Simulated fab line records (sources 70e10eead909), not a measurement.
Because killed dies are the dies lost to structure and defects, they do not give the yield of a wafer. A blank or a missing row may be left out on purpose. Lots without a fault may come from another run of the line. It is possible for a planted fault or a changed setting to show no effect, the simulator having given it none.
Matching of chambers ; flow nand_harc ; NHARC_P_M1_DEP_33 on pecvd-04 has 3 sister chambers
The step deposits SiCN, target thk 30 nm. 6 wafers are shown with their chamber, then 8 later ones without.

== EACH WAFER AND ITS CHAMBER ==
wafer;chamber;heater_power_w (W);heater_power_outer_w (W)
L083.2;1;461;279
L083.3;2;594;337
L084.2;0;519;230
L084.4;0;515;231
L084.6;2;574;308
L093.1;1;485;283

== WAFERS WITHOUT THEIR CHAMBER ==
wafer;heater_power_w (W);heater_power_outer_w (W)
L093.2;502;224
L093.5;550;303
L094.1;537;275
L094.2;606;347
L094.3;520;315
L097.2;569;308
L097.4;568;307
L097.6;523;312

== CHAMBER TAKEN BY EACH ==
wafer;from the rows above;in truth
L093.2;0;0
L093.5;2;2
L094.1;can't be placed: 0 or 1 or 2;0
L094.2;2;2
L094.3;can't be placed: 1 or 2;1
L097.2;2;2
L097.4;2;2
L097.6;can't be placed: 1 or 2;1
Placed correctly: 5 of 8. Unplaceable from these rows: 3, with the true chamber sitting among the candidates in 3. 0 placed wrongly.
How it was worked out, from the rows above alone: a wafer's distance from a chamber is the root of the sum, over the readings, of the square of ((its reading less the chamber's mean) divided by the reading's scatter). The wafer belongs to the nearest chamber; if the next one is less than 2 further off, it can't be placed. For every chamber, the mean is computed from those of its wafers that are shown. The scatter: the root of (the sum of the squares of (reading less its chamber's mean) over the shown wafers, divided by (wafers less chambers)).
